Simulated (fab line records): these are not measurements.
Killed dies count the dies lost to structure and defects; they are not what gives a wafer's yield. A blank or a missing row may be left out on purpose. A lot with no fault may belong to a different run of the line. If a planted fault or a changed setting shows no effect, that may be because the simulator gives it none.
Struck lot and sound lot, side by side :: flow nand-harc :: 24 out of 1302 route steps
Sound: these wafers, L312.3, L312.5, L312.6. Struck: wafer L327.1. The cause comes at the end.
For every step that has rows: the tool of each side, followed by ch and its chambers, followed by its first start. Under that, the readings that differ: sound wafers :: struck wafers :: difference of the means :: sigmas: that difference in standard deviations of wafers without a fault.
alike: a reading whose means differ by less than 2 such deviations, as well as words and numbers matching on both sides. not compared: withheld readings; readings where some wafer has no value; bounds like >300 that might hide an equal value; numbers whose values overlap and for which the record gives no deviation.
The two part at a step that has a row with sigmas, a row that says differs or no value, or rows on one side only. Non-overlapping numbers with no deviation appear without sigmas and do not part them. A reading that every wafer of one side lacks parts them only if that side has two wafers or more.

first, 4 steps without rows for these wafers: NHARC_P_GATE_PRECLEAN_71 (cleans in SC1); NHARC_P_GATE_SRD_72; NHARC_P_GATE_OXIDE_16 (material SiO2, target thk 3 nm, ox time 392 s); NHARC_P_GATE_CVD_17 (deposits poly-Si, target thk 150 nm, time 900 s).
NHARC_P_GATE_HM_DEP_102: deposits aC, target thk 120 nm.
  sound on acl-dep-01 ch 0, day 5 15:19; struck on acl-dep-03 ch 0, day 12 00:44
  alike: throttle-valve-pct
NHARC_P_GATE_DEP_103: deposits SiON, target thk 30 nm.
  sound on pecvd-01 ch 0,1, day 5 15:48; struck on pecvd-02 ch 0, day 12 01:26
reading: heater-power-w (W)
sound: 719 785 731
struck: 1021
difference: +276
sigmas: +2
  not compared: since-wet-clean-h
then, 6 steps without rows for these wafers: NHARC_P_GATE_DEHYDRATE_18 (time 120 s); NHARC_P_GATE_HMDS_19 (time 30 s); NHARC_P_GATE_COAT_20 (resist thk 90 nm); NHARC_P_GATE_SOFTBAKE_21 (time 55 s); NHARC_P_GATE_EBR_22; NHARC_P_GATE_EXPOSE_23 (exposes mask P GATE, target cd 120 nm).
NHARC_P_GATE_PEB_24: peb time 65 s.
  sound on litho-track-04 ch 0, day 5 16:22; struck on litho-track-04 ch 0, day 12 01:51
  alike: chill-plate-temp-C
then, 1 step without rows for these wafers: NHARC_P_GATE_DEVELOP_25 (develop time 35 s).
NHARC_P_GATE_CD_MEAS_26: the cd target is 120 nm.
  sound on cd-sem-02 ch 0, day 5 16:28; struck on cd-sem-03 ch 0
reading: cd-nm (nm)
sound: 120.5 120.8 120.3
struck: 104.8
difference: -15.7
sigmas: -24
  not compared: hold
NHARC_P_GATE_OVL_MEAS_27:
  struck on overlay-01, day 12 04:41; sound on overlay-02, day 5 16:32
reading: hold
sound: - - -
struck: await-dispo/2.5h/release
difference: no value on the sound wafers
sigmas: 
  alike: overlay-x-nm, overlay-y-nm
NHARC_P_GATE_INSPECT_28:
  struck on defect-inspect-01, day 12 04:43; sound on defect-inspect-02, day 5 16:35
  alike: raw-defect-count
NHARC_P_GATE_DESCUM_31: chemistry O2, time 3 s.
  sound on rie-diel-10 ch 0,1, day 5 16:43; struck on rie-diel-02 ch 3, day 12 04:52
reading: model.P_GATE.cd-nm (nm)
sound: 121 120.6 120.4
struck: 104.9
difference: -15.8
sigmas: 
  alike: drypump-motor-current-A, oes-product-au, rf-vpp-V, showerhead-plenum-p-Torr, throttle-valve-pct
  not compared: rf-hours-counter-h
NHARC_P_GATE_ETCH_104: etches the open film in CF4/CHF3, target depth 60 nm.
  sound on rie-diel-10 ch 0,1,3, day 5 16:49; struck on rie-diel-02 ch 3, day 12 04:57
  alike: drypump-motor-current-A, oes-product-au, rf-vpp-V, showerhead-plenum-p-Torr, throttle-valve-pct
NHARC_P_GATE_HM_OPEN_105: chemistry O2/COS, target depth 360 nm.
  sound: rie-diel-10 ch 0,2,3; struck: rie-diel-02 ch 0
reading: drypump-motor-current-A (A)
sound: 5.7 6.4 6.4
struck: 5.0
difference: -1.2
sigmas: -2
  alike: cos-flow-sccm, oes-product-au, rf-vpp-V, showerhead-plenum-p-Torr, throttle-valve-pct
  not compared: rf-hours-counter-h
then, 2 steps without rows for these wafers: NHARC_P_GATE_STRIP_106 (strips in O2/COS); NHARC_P_GATE_ETCH_114 (etches the open film in CF4/O2, target depth 30 nm, overetch 3 nm, time 16.5 s).
NHARC_P_GATE_ETCH_32: etches the open film in HBr/Cl2, target depth 150 nm, time 100.1 s.
  sound on rie-si-02 ch 1,2, day 5 17:33; struck on rie-si-06 ch 3, day 12 05:24
reading: model.P_GATE.cd-nm (nm)
sound: 116.6 120.7 120.4
struck: 100.9
difference: -18.3
sigmas: 
  alike: drypump-motor-current-A, he-backside-leak-sccm, oes-product-au, throttle-valve-pct
  not compared: rf-hours-counter-h
NHARC_P_GATE_STRIP_108: strips in O2.
  sound on rie-diel-06 ch 0,3, day 5 17:41; struck on rie-diel-10 ch 3, day 12 05:34
reading: showerhead-plenum-p-Torr (Torr)
sound: 3.63 3.63 3.60
struck: 3.33
difference: -0.29
sigmas: -2
  alike: drypump-motor-current-A, oes-product-au, rf-vpp-V, throttle-valve-pct
  not compared: rf-hours-counter-h

## WHERE THEY PART
At NHARC_P_GATE_DEP_103 first; at NHARC_P_GATE_STRIP_108 last (within this record only).

WHY: the cause the simulator had injected
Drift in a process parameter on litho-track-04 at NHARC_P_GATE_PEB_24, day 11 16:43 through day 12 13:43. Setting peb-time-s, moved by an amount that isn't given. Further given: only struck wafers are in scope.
